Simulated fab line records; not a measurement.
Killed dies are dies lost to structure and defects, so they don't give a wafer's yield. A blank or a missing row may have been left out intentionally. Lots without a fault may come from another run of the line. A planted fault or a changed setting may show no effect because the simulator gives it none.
fab line records	flow n5-finfet
[record] lots = 24	wafers = 72	last-day = 18
route steps=1938 shown BEOL_M4@1071 BEOL_M5@1113
lots untouched by any fault: they come from a run of this same line in which no faults occurred
start-h: the number of hours between the record's first day and the start of the first shown wafer of the lot	wait-h: hours since the lot's step before	" same as the row above	L1.1+2: a row that stands for several wafers	- no value, or no start was given	* or withheld: withheld	< > ~ a bound
route shown NAME@n: a module of which the file shows steps, and the number in the route of the first	usual: average and standard deviation across the fault-free wafers	same: alike in all rows	chamber/n: place in a boat	sites: the reading at each site	_std_site: how widely they spread, as a standard deviation	_edge_site: outer sites' mean less inner sites'	radius-mm: how far each site lies from the wafer's centre	mask NAME#n: copy n	behind: the most recent tool/chamber to have shaped the wafer	hold: why the lot went on hold/how many hours it stayed there/how the hold came to an end	device: the n, p or np transistor that did not switch	end of line: at the end of the route, the tests of the same wafers	for a step that has no rows: nothing shown but its recipe	killed: count of dies lost to structure and defects at first sort (not the wafer's yield)	map: a wafer's dies, marking killed ones x, the rest . and places with no die _
set.NAME: the setting the step ran with; set.NAME@STEP: the setting that earlier step ran with	model.NAME: the simulator's own value behind a step, which no gauge read
one table for each step of the route and one row for each wafer, over a sample of lots
services: the hour from which a tool's chamber was out of use, counted from the record's first day as start-h (under 0 if before that day), plus the number of hours and why
[[steps]]
[step N5_BEOL_M4_ETCH_41]
[recipe] chemistry = CH3F/O2	target = SiCN	target-depth-a = 299	taper-deg = 2	time-s = 52.5	ion-energy-ev = 120	mask-material = TiN	pressure-mtorr = 30	source-w = 395	bias-w = 75	Ar_flow_sccm = 150	CH3F_flow_sccm = 30	O2_flow_sccm = 20
[usual] chamber-pressure-mTorr = 30.00/0.036	drypump-motor-current-A = 5.9/0.58	oes-product-au = 0.79/0.1	rf-vpp-V = 297.2/1.7	showerhead-plenum-p-Torr = 1.99/0.071	throttle-valve-pct = 16.27/0.26
lot.wafer	tool	chamber	start-h	wait-h	chamber-pressure-mTorr	drypump-motor-current-A	oes-product-au	rf-hours-counter-h	rf-vpp-V	showerhead-plenum-p-Torr	throttle-valve-pct
L074.2	rie-diel-01	3	-	-	29.96	5.9	0.69	257	297.1	2.04	16.38
L074.5	"	2	"	"	29.94	6.7	0.76	-	298.0	1.99	16.21
L074.6	"	1	"	"	30.02	5.3	0.74	-	296.5	1.98	16.51
L076.3	rie-diel-05	0	-	-	29.96	5.2	0.66	226	299.6	2.04	16.35
L076.5	"	1	"	"	29.98	5.9	0.84	-	298.0	1.95	16.37
L076.6	"	2	"	"	30.02	5.7	0.77	-	297.4	2.02	16.33
L075.1	rie-diel-06	0	-	-	30.05	6.4	0.73	163	295.7	1.91	16.50
L075.2	"	3	"	"	30.07	4.8	0.76	137	296.0	1.92	16.25
L075.6	"	0	"	"	29.96	6.4	0.72	-	295.8	1.92	16.50
L077.1	rie-diel-01	1	-	-	29.99	5.3	0.73	177	298.8	1.98	16.55
L077.3	"	2	"	"	29.99	6.7	0.75	170	297.7	1.99	16.22
L077.6	"	1	"	"	30.00	5.3	0.73	-	298.0	1.98	16.54
L078.1	rie-diel-05	3	-	-	30.00	6.7	0.72	208	294.8	1.89	16.49
L078.2	"	2	"	"	30.00	5.6	0.77	141	297.6	2.02	16.35
L078.6	"	1	"	"	30.05	5.9	0.83	-	295.2	1.95	16.37
L079.1	rie-diel-06	3	-	-	29.98	4.8	0.76	139	295.4	1.92	16.24
L079.4	"	2	"	"	29.99	5.4	0.83	71	297.0	1.93	15.98
L079.5	"	0	"	"	29.98	6.4	0.73	-	296.2	1.91	16.53
L080.3	rie-diel-01	1	-	-	30.04	5.3	0.72	182	297.4	1.97	16.53
L080.4	"	1	"	"	29.99	5.3	0.73	-	298.5	1.98	16.55
L080.5	"	2	"	"	29.99	6.7	0.75	-	296.4	1.99	16.24
L081.1	rie-diel-05	0	-	-	30.04	5.2	0.66	238	298.7	2.04	16.39
L081.2	"	2	"	"	29.98	5.5	0.76	151	297.2	2.01	16.37
L081.5	"	1	"	"	30.02	6.0	0.83	-	295.2	1.95	16.40
L082.2	rie-diel-01	3	-	-	30.04	5.9	1.00	0	298.1	2.04	15.91
L082.5	"	1	"	"	30.06	5.2	0.72	-	296.4	1.97	16.56
L082.6	"	0	"	"	29.99	6.2	0.93	-	300.6	2.13	15.83
L083.2	rie-diel-01	0	-	-	30.01	6.2	0.93	23	299.2	2.13	15.83
L083.4	"	3	"	"	29.95	5.9	0.99	1	298.4	2.04	15.92
L083.6	"	2	"	"	29.99	6.7	0.73	-	297.9	1.98	16.28
L084.1	rie-diel-05	0	-	-	29.98	5.2	0.66	241	298.8	2.04	16.39
L084.3	"	3	"	"	30.00	6.7	0.70	221	294.9	1.89	16.51
L084.5	"	3	"	"	30.00	6.7	0.71	-	294.2	1.89	16.52
L086.3	rie-diel-05	0	-	-	29.99	5.2	0.65	253	299.2	2.04	16.43
L086.5	"	3	"	"	30.01	6.7	0.69	-	295.5	1.88	16.55
L086.6	"	0	"	"	30.00	5.3	0.65	-	298.0	2.04	16.41
L088.2	rie-diel-01	3	-	-	29.99	5.9	0.97	9	298.7	2.04	15.95
L088.3	"	2	"	"	29.98	6.7	0.73	198	298.0	1.98	16.28
L088.6	"	3	"	"	30.00	5.9	0.96	-	296.7	2.04	15.93
L087.2	rie-diel-05	0	-	-	30.03	5.2	0.65	254	300.1	2.03	16.41
L087.4	"	0	"	"	30.03	5.3	0.65	-	298.3	2.04	16.42
L087.5	"	3	"	"	30.02	6.7	0.70	-	294.6	1.88	16.55
L085.3	rie-diel-05	1	-	-	29.95	5.9	0.81	97	297.0	1.94	16.43
L085.4	"	0	"	"	29.72	5.3	0.65	-	298.6	2.04	16.42
L085.5	"	3	"	"	30.03	6.7	0.70	-	295.2	1.88	16.53
L090.1	rie-diel-01	2	-	-	30.02	6.7	0.74	201	297.0	1.98	16.28
L090.2	"	3	"	"	29.97	5.9	0.96	12	297.6	2.04	15.93
L090.3	"	0	"	"	30.01	6.2	0.91	34	298.7	2.12	15.85
L089.1	rie-diel-05	1	-	-	30.00	6.0	0.81	98	295.3	1.94	16.42
L089.3	"	3	"	"	29.99	6.8	0.70	236	294.6	1.88	16.56
L089.4	"	1	"	"	30.03	6.0	0.80	-	296.9	1.94	16.42
L092.2	rie-diel-01	0	-	-	30.02	6.2	0.91	38	299.8	2.12	15.89
L092.4	"	3	"	"	30.04	5.9	0.94	16	297.8	2.03	15.94
L092.5	"	0	"	"	30.01	6.2	0.91	-	299.1	2.12	15.87
L091.2	rie-diel-06	1	-	-	29.96	5.8	0.89	21	298.9	2.03	15.94
L091.4	"	0	"	"	30.02	6.4	0.70	191	294.9	1.91	16.55
L091.6	"	3	"	"	30.01	4.8	0.73	-	294.9	1.91	16.30
L093.2	rie-diel-01	1	-	-	30.00	5.3	0.69	214	296.9	1.96	16.58
L093.3	"	2	"	"	30.05	6.7	0.72	213	297.6	1.98	16.30
L093.4	"	3	"	"	29.99	5.9	0.91	26	297.2	2.03	15.98
L095.4	rie-diel-05	1	-	-	30.03	6.0	0.80	106	296.3	1.94	16.44
L095.5	"	0	"	"	29.93	5.2	0.98	-	298.3	2.03	15.92
L095.6	"	3	"	"	29.98	6.7	0.69	-	293.8	1.88	16.57
L094.3	rie-diel-01	0	-	-	29.97	6.2	0.88	47	300.8	2.12	15.89
L094.4	"	1	"	"	30.04	5.2	0.69	215	297.6	1.96	16.59
L094.6	"	3	"	"	30.02	5.9	0.90	-	299.3	2.03	15.98
L096.2	rie-diel-01	3	-	-	29.97	5.9	0.91	29	297.8	2.03	15.97
L096.3	"	2	"	"	30.00	6.7	0.72	216	296.9	1.97	16.30
L096.5	"	1	"	"	29.99	5.3	0.70	-	296.4	1.96	16.60
L097.1	rie-diel-06	0	-	-	30.02	6.4	0.69	212	294.4	1.90	16.60
L097.4	"	1	"	"	29.98	5.8	0.85	42	296.3	2.02	15.97
L097.5	"	1	"	"	30.02	5.8	0.86	-	296.9	2.02	15.98
[step N5_BEOL_M5_CURE_79]
[recipe] temp-c = 385	time-s = 240	ambient = He/Ar	material = SiCOH_lowk
[usual] lamp-power-pct = 52.31/0.055	wafer_temp_C_max = 386.7/0.51
lot.wafer	tool	chamber	start-h	wait-h	lamp-power-pct	wafer_temp_C_max
L074.2	uv-cure-03	1	183.93	0.1	52.34	386.0
L074.5	"	1	"	"	52.20	386.4
L074.6	"	1	"	"	52.29	386.6
L076.3	uv-cure-01	0	187.42	0.2	52.34	386.7
L076.5	"	0	"	"	52.36	386.6
L076.6	"	0	"	"	52.31	387.1
L077.1	uv-cure-02	2	190.57	0.0	52.30	386.0
L077.3	"	2	"	"	52.23	385.8
L077.6	"	2	"	"	52.21	386.2
L075.1	uv-cure-03	2	192.34	0.0	52.27	386.2
L075.2	"	2	"	"	52.39	386.1
L075.6	"	2	"	"	52.37	387.5
L079.1	uv-cure-03	1	196.58	0.7	52.41	386.6
L079.4	"	1	"	"	52.31	386.8
L079.5	"	1	"	"	52.31	386.8
L078.1	uv-cure-03	0	201.60	1.2	52.27	386.8
L078.2	"	0	"	"	52.34	387.0
L078.6	"	0	"	"	52.31	386.9
L080.3	uv-cure-03	2	202.83	0.2	52.23	386.3
L080.4	"	2	"	"	52.34	387.1
L080.5	"	2	"	"	52.34	386.7
L081.1	uv-cure-02	1	224.35	0.0	52.38	386.5
L081.2	"	1	"	"	52.33	386.7
L081.5	"	1	"	"	52.47	386.5
L082.2	uv-cure-03	1	227.99	0.1	52.29	386.2
L082.5	"	1	"	"	52.33	387.0
L082.6	"	1	"	"	52.34	386.6
L083.2	uv-cure-01	1	230.53	0.1	52.33	386.9
L083.4	"	1	"	"	52.28	387.3
L083.6	"	1	"	"	52.31	388.3
L084.1	uv-cure-02	1	230.88	0.0	52.27	387.3
L084.3	"	1	"	"	52.26	387.0
L084.5	"	1	"	"	52.44	386.8
L086.3	uv-cure-01	1	258.34	0.2	52.28	387.8
L086.5	"	1	"	"	52.30	387.5
L086.6	"	1	"	"	52.36	387.6
L088.2	uv-cure-02	1	258.71	0.1	52.29	387.1
L088.3	"	1	"	"	52.34	386.8
L088.6	"	1	"	"	52.36	386.9
L087.2	uv-cure-01	0	260.35	0.1	52.28	386.8
L087.4	"	0	"	"	52.30	386.7
L087.5	"	0	"	"	52.32	386.6
L085.3	uv-cure-03	1	261.31	0.2	52.31	386.3
L085.4	"	1	"	"	52.24	386.7
L085.5	"	1	"	"	52.33	386.6
L090.1	uv-cure-03	2	263.72	0.0	52.24	387.0
L090.2	"	2	"	"	52.26	387.4
L090.3	"	2	"	"	52.23	386.4
L089.1	uv-cure-02	1	264.30	0.0	52.32	386.8
L089.3	"	1	"	"	52.26	386.8
L089.4	"	1	"	"	52.34	386.2
L092.2	uv-cure-01	0	275.23	0.1	52.28	386.5
L092.4	"	0	"	"	52.19	386.9
L092.5	"	0	"	"	52.35	386.1
L091.2	uv-cure-02	2	281.28	0.1	52.33	385.5
L091.4	"	2	"	"	52.19	386.5
L091.6	"	2	"	"	52.26	386.0
L093.2	uv-cure-02	1	297.71	0.1	52.34	386.9
L093.3	"	1	"	"	52.30	386.7
L093.4	"	1	"	"	52.29	386.7
L095.4	uv-cure-01	1	298.35	0.3	52.32	386.8
L095.5	"	1	"	"	52.33	387.4
L095.6	"	1	"	"	52.43	387.7
L094.3	uv-cure-02	2	298.93	0.2	52.27	386.1
L094.4	"	2	"	"	52.23	386.1
L094.6	"	2	"	"	52.32	386.3
L096.2	uv-cure-03	2	310.37	0.1	52.29	386.4
L096.3	"	2	"	"	52.30	386.7
L096.5	"	2	"	"	52.33	386.8
L097.1	uv-cure-01	2	333.09	0.0	52.36	385.8
L097.4	"	2	"	"	52.26	385.9
L097.5	"	2	"	"	52.34	385.7
[step N5_BEOL_M5_CD_MEAS_18]
[recipe] pitch-nm = 56	target-cd-nm = 28
[usual] cd-nm = 27.9/0.35
lot.wafer	tool	chamber	start-h	wait-h	cd-nm
L074.2	cd-sem-02	-	186.25	0.1	27.4
L074.5	"	-	"	"	27.8
L074.6	"	-	"	"	27.1
L076.3	cd-sem-02	-	191.60	0.1	27.8
L076.5	"	-	"	"	27.9
L076.6	"	-	"	"	27.7
L077.1	cd-sem-01	-	192.86	0.0	28.3
L077.3	"	-	"	"	27.9
L077.6	"	-	"	"	28.2
L075.1	cd-sem-01	-	195.22	0.0	27.9
L075.2	"	-	"	"	27.8
L075.6	"	-	"	"	27.5
L079.1	cd-sem-01	-	198.77	0.0	27.6
L079.4	"	-	"	"	27.3
L079.5	"	-	"	"	27.8
L078.1	cd-sem-01	-	204.38	0.0	28.4
L078.2	"	-	"	"	28.2
L078.6	"	-	"	"	28.2
L080.3	cd-sem-03	-	204.89	0.1	28.3
L080.4	"	-	"	"	28.0
L080.5	"	-	"	"	28.1
L081.1	cd-sem-02	-	226.81	0.0	27.9
L081.2	"	-	"	"	27.5
L081.5	"	-	"	"	27.7
L082.2	cd-sem-01	-	229.85	0.1	27.9
L082.5	"	-	"	"	28.0
L082.6	"	-	"	"	27.4
L083.2	cd-sem-03	-	233.18	0.1	28.1
L083.4	"	-	"	"	27.5
L083.6	"	-	"	"	28.1
L084.1	cd-sem-02	-	233.56	0.0	28.1
L084.3	"	-	"	"	28.6
L084.5	"	-	"	"	28.4
L086.3	cd-sem-03	-	260.30	0.1	27.4
L086.5	"	-	"	"	27.7
L086.6	"	-	"	"	27.6
L088.2	cd-sem-02	-	260.50	0.1	27.9
L088.3	"	-	"	"	27.8
L088.6	"	-	"	"	28.4
L087.2	cd-sem-02	-	263.22	0.1	28.2
L087.4	"	-	"	"	28.7
L087.5	"	-	"	"	28.4
L085.3	cd-sem-02	-	263.36	0.1	27.5
L085.4	"	-	"	"	27.5
L085.5	"	-	"	"	27.6
L090.1	cd-sem-03	-	265.46	0.0	27.6
L090.2	"	-	"	"	27.6
L090.3	"	-	"	"	27.7
L089.1	cd-sem-02	-	266.62	0.0	28.7
L089.3	"	-	"	"	28.4
L089.4	"	-	"	"	28.1
L092.2	cd-sem-02	-	277.40	0.1	28.4
L092.4	"	-	"	"	27.6
L092.5	"	-	"	"	27.9
L091.2	cd-sem-01	-	284.16	0.1	28.0
L091.4	"	-	"	"	28.4
L091.6	"	-	"	"	28.3
L093.2	cd-sem-03	-	300.26	0.1	28.3
L093.3	"	-	"	"	28.5
L093.4	"	-	"	"	27.8
L095.4	cd-sem-02	-	300.55	0.1	27.9
L095.5	"	-	"	"	27.6
L095.6	"	-	"	"	28.0
L094.3	cd-sem-03	-	301.11	0.1	28.1
L094.4	"	-	"	"	27.4
L094.6	"	-	"	"	27.7
L096.2	cd-sem-03	-	313.28	0.1	27.6
L096.3	"	-	"	"	28.1
L096.5	"	-	"	"	27.2
L097.1	cd-sem-03	-	334.99	0.0	27.9
L097.4	"	-	"	"	28.2
L097.5	"	-	"	"	27.7
[step N5_BEOL_M5_OVL_MEAS_29]
[recipe] points-per-wafer = 522
[usual] V4_OVL = -0.5/0.82
lot.wafer	tool	chamber	start-h	wait-h	V4_OVL[nm]
L074.2	overlay-02	0	189.46	0.0	-2.3
L074.5	"	0	"	"	-1.4
L074.6	"	0	"	"	-0.6
L076.3	overlay-01	0	194.87	0.0	0.4
L076.5	"	0	"	"	-0.8
L076.6	"	0	"	"	-2.2
L077.1	overlay-01	0	195.20	0.0	-0.2
L077.3	"	0	"	"	0.0
L077.6	"	0	"	"	-1.1
L075.1	overlay-01	0	197.18	0.0	-1.8
L075.2	"	0	"	"	0.0
L075.6	"	0	"	"	-1.3
L079.1	overlay-01	0	202.20	0.0	-1.7
L079.4	"	0	"	"	-0.1
L079.5	"	0	"	"	-0.5
L078.1	overlay-01	0	204.78	0.0	-0.1
L078.2	"	0	"	"	0.0
L078.6	"	0	"	"	0.1
L080.3	overlay-01	0	205.28	0.0	-1.9
L080.4	"	0	"	"	-1.5
L080.5	"	0	"	"	-0.9
L081.1	overlay-02	0	228.25	0.0	-1.0
L081.2	"	0	"	"	-1.6
L081.5	"	0	"	"	-1.4
L082.2	overlay-01	0	230.93	0.0	-1.4
L082.5	"	0	"	"	-1.0
L082.6	"	0	"	"	0.1
L083.2	overlay-02	0	234.55	0.0	-0.2
L083.4	"	0	"	"	0.9
L083.6	"	0	"	"	-0.5
L084.1	overlay-02	0	234.74	0.0	-1.0
L084.3	"	0	"	"	-0.7
L084.5	"	0	"	"	-1.8
L086.3	overlay-02	0	261.49	0.0	0.6
L086.5	"	0	"	"	1.0
L086.6	"	0	"	"	0.2
L088.2	overlay-02	0	261.70	0.0	-0.1
L088.3	"	0	"	"	-0.3
L088.6	"	0	"	"	0.1
L087.2	overlay-01	0	263.96	0.0	0.0
L087.4	"	0	"	"	-0.7
L087.5	"	0	"	"	-0.9
L085.3	overlay-02	0	264.14	0.0	-0.5
L085.4	"	0	"	"	0.5
L085.5	"	0	"	"	-0.3
L090.1	overlay-01	0	268.82	0.0	1.0
L090.2	"	0	"	"	0.6
L090.3	"	0	"	"	-0.9
L089.1	overlay-02	0	269.00	0.0	-0.1
L089.3	"	0	"	"	-0.5
L089.4	"	0	"	"	0.0
L092.2	overlay-01	0	277.89	0.0	-0.9
L092.4	"	0	"	"	-1.8
L092.5	"	0	"	"	-1.8
L091.2	overlay-02	0	285.47	0.0	-1.5
L091.4	"	0	"	"	-2.1
L091.6	"	0	"	"	-0.9
L093.2	overlay-02	0	302.85	0.0	-0.4
L093.3	"	0	"	"	0.1
L093.4	"	0	"	"	-0.8
L095.4	overlay-01	0	302.91	0.0	0.6
L095.5	"	0	"	"	0.3
L095.6	"	0	"	"	0.8
L094.3	overlay-02	0	303.11	0.0	0.2
L094.4	"	0	"	"	-0.9
L094.6	"	0	"	"	-0.3
L096.2	overlay-01	0	313.67	0.0	-0.3
L096.3	"	0	"	"	0.3
L096.5	"	0	"	"	0.7
L097.1	overlay-02	0	336.37	0.0	0.0
L097.4	"	0	"	"	-0.8
L097.5	"	0	"	"	-0.2
[step N5_BEOL_M5_ETCH_41]
[recipe] chemistry = CH3F/O2	target = SiCN	target-depth-a = 315	taper-deg = 2	time-s = 56.7	ion-energy-ev = 120	mask-material = TiN	pressure-mtorr = 30	source-w = 395	bias-w = 75	Ar_flow_sccm = 150	CH3F_flow_sccm = 30	O2_flow_sccm = 20
[usual] chamber-pressure-mTorr = 29.999/0.028	drypump-motor-current-A = 5.8/0.58	oes-product-au = 0.77/0.087	rf-vpp-V = 297.1/1.5	showerhead-plenum-p-Torr = 1.99/0.061	throttle-valve-pct = 16.25/0.3
lot.wafer	tool	chamber	start-h	wait-h	chamber-pressure-mTorr	drypump-motor-current-A	oes-product-au	rf-hours-counter-h	rf-vpp-V	showerhead-plenum-p-Torr	throttle-valve-pct
L074.2	rie-diel-03	2	-	-	30.035	5.7	0.73	207	297.3	1.98	16.57
L074.5	"	1	"	"	29.985	6.3	0.69	-	298.6	2.05	16.12
L074.6	"	0	"	"	30.005	5.1	0.69	-	297.3	1.99	16.71
L076.3	rie-diel-04	1	-	-	29.957	5.3	0.83	92	295.8	1.93	15.89
L076.5	"	0	"	"	30.051	5.9	0.74	-	292.5	1.84	16.27
L076.6	"	3	"	"	30.001	6.2	0.73	-	296.8	1.99	16.34
L077.1	rie-diel-03	3	-	-	30.029	5.8	0.78	100	297.4	2.02	16.06
L077.3	"	1	"	"	29.989	6.3	0.69	228	299.8	2.05	16.11
L077.6	"	1	"	"	30.023	6.3	0.69	-	298.8	2.05	16.10
L075.1	rie-diel-02	2	-	-	29.989	4.7	0.95	7	298.0	2.06	16.21
L075.2	"	3	"	"	29.940	6.6	0.87	52	297.6	1.96	15.93
L075.6	"	1	"	"	30.026	6.6	0.69	-	297.9	2.05	16.49
L079.1	rie-diel-04	1	-	-	30.013	5.3	0.82	94	295.9	1.93	15.90
L079.4	"	0	"	"	30.031	5.9	0.74	137	295.9	1.84	16.25
L079.5	"	0	"	"	30.019	5.9	0.74	-	293.9	1.84	16.27
L078.1	rie-diel-03	3	-	-	30.013	5.8	0.77	103	297.8	2.01	16.07
L078.2	"	2	"	"	30.016	5.6	0.72	211	297.4	1.98	16.57
L078.6	"	3	"	"	30.009	5.8	0.77	-	297.0	2.01	16.08
L080.3	rie-diel-04	1	-	-	29.974	5.3	0.83	95	295.7	1.92	15.92
L080.4	"	3	"	"	29.990	6.2	0.72	211	296.9	1.99	16.34
L080.5	"	2	"	"	29.946	5.2	0.74	-	297.9	2.00	15.99
L081.1	rie-diel-04	1	-	-	29.961	5.3	0.82	97	296.2	1.92	15.91
L081.2	"	0	"	"	30.022	5.9	0.73	146	294.3	1.83	16.30
L081.5	"	2	"	"	29.975	5.1	0.73	-	298.6	2.00	16.01
L082.2	rie-diel-03	2	-	-	30.001	5.6	0.72	219	296.6	1.97	16.59
L082.5	"	0	"	"	29.999	5.1	0.68	-	297.6	1.98	16.73
L082.6	"	1	"	"	29.991	6.3	0.68	-	298.1	2.05	16.13
L083.2	rie-diel-02	2	-	-	30.029	4.7	0.91	19	299.1	2.06	16.23
L083.4	"	1	"	"	29.987	6.6	0.68	219	298.4	2.05	16.50
L083.6	"	2	"	"	29.997	4.6	0.91	-	297.9	2.06	16.24
L084.1	rie-diel-04	2	-	-	29.950	5.2	0.72	165	296.6	2.00	16.01
L084.3	"	1	"	"	29.956	5.3	0.81	99	297.1	1.92	15.90
L084.5	"	2	"	"	29.974	5.1	0.73	-	297.5	2.00	16.02
L086.3	rie-diel-03	2	-	-	30.027	5.6	0.71	229	296.4	1.97	16.61
L086.5	"	0	"	"	30.034	5.1	0.97	-	297.7	1.98	16.28
L086.6	"	1	"	"	30.032	6.3	0.68	-	297.8	2.05	16.15
L088.2	rie-diel-02	0	-	-	29.991	5.8	0.68	245	297.9	2.06	16.95
L088.3	"	3	"	"	29.968	6.6	0.84	71	296.3	1.95	15.97
L088.6	"	1	"	"	30.051	6.5	0.68	-	297.6	2.05	16.53
L087.2	rie-diel-04	2	-	-	29.971	5.2	0.74	173	296.3	1.99	16.04
L087.4	"	1	"	"	29.935	5.3	0.81	109	294.8	1.92	15.94
L087.5	"	2	"	"	30.003	5.2	0.73	-	297.0	1.99	16.03
L085.3	rie-diel-04	3	-	-	30.007	6.2	0.71	228	298.8	1.98	16.37
L085.4	"	2	"	"	29.998	5.2	0.73	173	294.9	1.99	16.02
L085.5	"	2	"	"	29.991	5.2	0.72	-	298.7	1.99	16.03
L090.1	rie-diel-02	2	-	-	30.013	4.7	0.89	28	299.4	2.06	16.25
L090.2	"	3	"	"	29.984	6.6	0.85	74	296.6	1.95	15.96
L090.3	"	1	"	"	30.051	6.6	0.68	229	298.7	2.04	16.52
L089.1	rie-diel-04	0	-	-	29.989	5.9	0.72	157	294.1	1.83	16.31
L089.3	"	3	"	"	30.062	6.2	0.71	229	296.5	1.98	16.38
L089.4	"	2	"	"	29.989	5.1	0.73	175	296.7	1.99	16.01
L092.2	rie-diel-02	3	-	-	30.003	6.6	0.83	78	296.0	1.95	15.98
L092.4	"	1	"	"	30.014	6.6	0.67	-	298.2	2.04	16.53
L092.5	"	3	"	"	30.042	6.6	0.83	-	293.8	1.95	15.98
L091.2	rie-diel-02	2	-	-	30.066	4.7	0.88	36	298.1	2.06	16.26
L091.4	"	3	"	"	29.988	6.6	0.82	-	296.6	1.95	15.98
L091.6	"	2	"	"	30.044	4.6	0.88	-	297.3	2.05	16.27
L093.2	rie-diel-02	2	-	-	30.016	4.7	0.87	41	297.8	2.05	16.29
L093.3	"	1	"	"	29.957	6.6	0.66	243	297.4	2.04	16.55
L093.4	"	0	"	"	29.990	5.8	0.96	5	297.6	2.05	16.46
L095.4	rie-diel-03	1	-	-	30.016	6.3	0.94	6	296.4	2.04	15.68
L095.5	"	0	"	"	30.013	5.1	0.94	-	297.9	1.98	16.30
L095.6	"	1	"	"	30.028	6.3	0.95	-	298.5	2.04	15.68
L094.3	rie-diel-03	3	-	-	30.042	5.8	0.75	131	297.6	2.00	16.14
L094.4	"	0	"	"	30.049	5.1	0.94	9	295.2	1.98	16.30
L094.6	"	0	"	"	29.971	5.1	0.94	-	297.2	1.98	16.31
L096.2	rie-diel-03	3	-	-	30.009	5.8	0.75	134	296.9	2.00	16.14
L096.3	"	1	"	"	29.987	6.3	0.92	10	297.8	2.04	15.72
L096.5	"	2	"	"	29.971	5.6	0.71	-	296.8	1.97	16.63
L097.1	rie-diel-03	2	-	-	30.026	5.6	0.70	251	295.8	1.96	16.65
L097.4	"	2	"	"	30.029	5.6	0.70	-	298.7	1.96	16.66
L097.5	"	1	"	"	29.995	6.3	0.89	-	299.2	2.04	15.74
[step N5_BEOL_M5_ANNEAL_51]
[recipe] temp-c = 225	time-s = 90	ambient = N2
[usual] wafer_temp_C_max = 226.3/0.51
lot.wafer	tool	chamber	start-h	wait-h	wafer_temp_C_max
L074.2	rtp-anneal-02	0	196.11	0.1	226.4
L074.5	"	0	"	"	226.6
L074.6	"	0	"	"	226.7
L076.3	rtp-anneal-01	0	202.44	0.1	225.9
L076.5	"	0	"	"	225.5
L076.6	"	0	"	"	226.1
L077.1	rtp-anneal-02	0	203.18	0.1	227.0
L077.3	"	0	"	"	227.5
L077.6	"	0	"	"	226.7
L075.1	rtp-anneal-01	0	205.10	0.2	226.3
L075.2	"	0	"	"	226.0
L075.6	"	0	"	"	226.3
L079.1	rtp-anneal-01	0	211.67	0.1	225.7
L079.4	"	0	"	"	226.2
L079.5	"	0	"	"	225.7
L078.1	rtp-anneal-02	0	212.45	0.1	227.0
L078.2	"	0	"	"	226.9
L078.6	"	0	"	"	227.0
L080.3	rtp-anneal-01	0	212.51	0.1	226.0
L080.4	"	0	"	"	226.1
L080.5	"	0	"	"	225.7
L081.1	rtp-anneal-01	0	235.43	0.1	226.2
L081.2	"	0	"	"	226.1
L081.5	"	0	"	"	226.2
L083.2	rtp-anneal-01	0	241.20	0.1	226.1
L083.4	"	0	"	"	226.3
L083.6	"	0	"	"	226.4
L084.1	rtp-anneal-01	0	241.43	0.2	226.2
L084.3	"	0	"	"	225.9
L084.5	"	0	"	"	226.2
L082.2	rtp-anneal-02	0	243.60	0.1	227.2
L082.5	"	0	"	"	227.3
L082.6	"	0	"	"	226.4
L086.3	rtp-anneal-02	0	268.94	0.1	226.5
L086.5	"	0	"	"	227.7
L086.6	"	0	"	"	226.8
L088.2	rtp-anneal-02	0	269.27	0.1	226.2
L088.3	"	0	"	"	226.8
L088.6	"	0	"	"	226.8
L087.2	rtp-anneal-02	0	270.51	0.1	226.9
L087.4	"	0	"	"	227.0
L087.5	"	0	"	"	226.7
L085.3	rtp-anneal-01	0	274.14	0.1	225.9
L085.4	"	0	"	"	226.2
L085.5	"	0	"	"	226.3
L090.1	rtp-anneal-01	0	275.73	0.1	226.1
L090.2	"	0	"	"	226.3
L090.3	"	0	"	"	226.2
L089.1	rtp-anneal-01	0	280.53	2.4	226.2
L089.3	"	0	"	"	225.7
L089.4	"	0	"	"	226.2
L092.2	rtp-anneal-01	0	285.85	0.6	226.0
L092.4	"	0	"	"	225.7
L092.5	"	0	"	"	225.8
L091.2	rtp-anneal-01	0	295.12	2.7	226.2
L091.4	"	0	"	"	226.1
L091.6	"	0	"	"	226.1
L095.4	rtp-anneal-01	0	309.51	0.2	225.7
L095.5	"	0	"	"	225.4
L095.6	"	0	"	"	225.7
L093.2	rtp-anneal-01	0	309.69	0.2	226.1
L093.3	"	0	"	"	226.1
L093.4	"	0	"	"	226.4
L094.3	rtp-anneal-01	0	310.25	0.2	225.6
L094.4	"	0	"	"	225.9
L094.6	"	0	"	"	225.7
L096.2	rtp-anneal-01	0	324.71	2.9	226.1
L096.3	"	0	"	"	226.2
L096.5	"	0	"	"	226.3
L097.1	rtp-anneal-02	0	343.36	0.1	227.1
L097.4	"	0	"	"	227.6
L097.5	"	0	"	"	227.0
[[services]]
tool	chamber	start-h	hours	kind
rie-diel-05	0	156.68	4.6	repair
uv-cure-02	-	157.09	6.0	pm
uv-cure-03	-	164.66	1.0	pm
uv-cure-02	-	168.16	7.5	repair
uv-cure-03	-	172.16	2.1	pm
rie-diel-01	3	183.44	7.2	repair
uv-cure-03	-	184.41	0.9	repair
uv-cure-01	-	191.99	22.2	pm
uv-cure-03	-	198.18	3.4	pm
rie-diel-04	1	209.51	16.5	repair
uv-cure-01	-	214.19	2.1	pm
rie-diel-05	-	236.83	0.2	repair
rie-diel-02	0	238.33	5.8	repair
rie-diel-01	1	255.42	3.4	repair
uv-cure-02	-	270.32	7.5	pm
rie-diel-01	2	270.68	4.7	repair
rie-diel-03	-	271.55	14.6	pm
rie-diel-05	-	273.86	14.6	pm
rtp-anneal-02	-	276.12	56.7	pm
uv-cure-02	-	281.91	2.4	repair
rie-diel-05	3	314.94	11.0	repair
rie-diel-03	0	318.78	21.1	repair
rie-diel-04	0	319.25	5.6	repair
uv-cure-02	-	328.53	7.5	pm
[[key]]
fault none
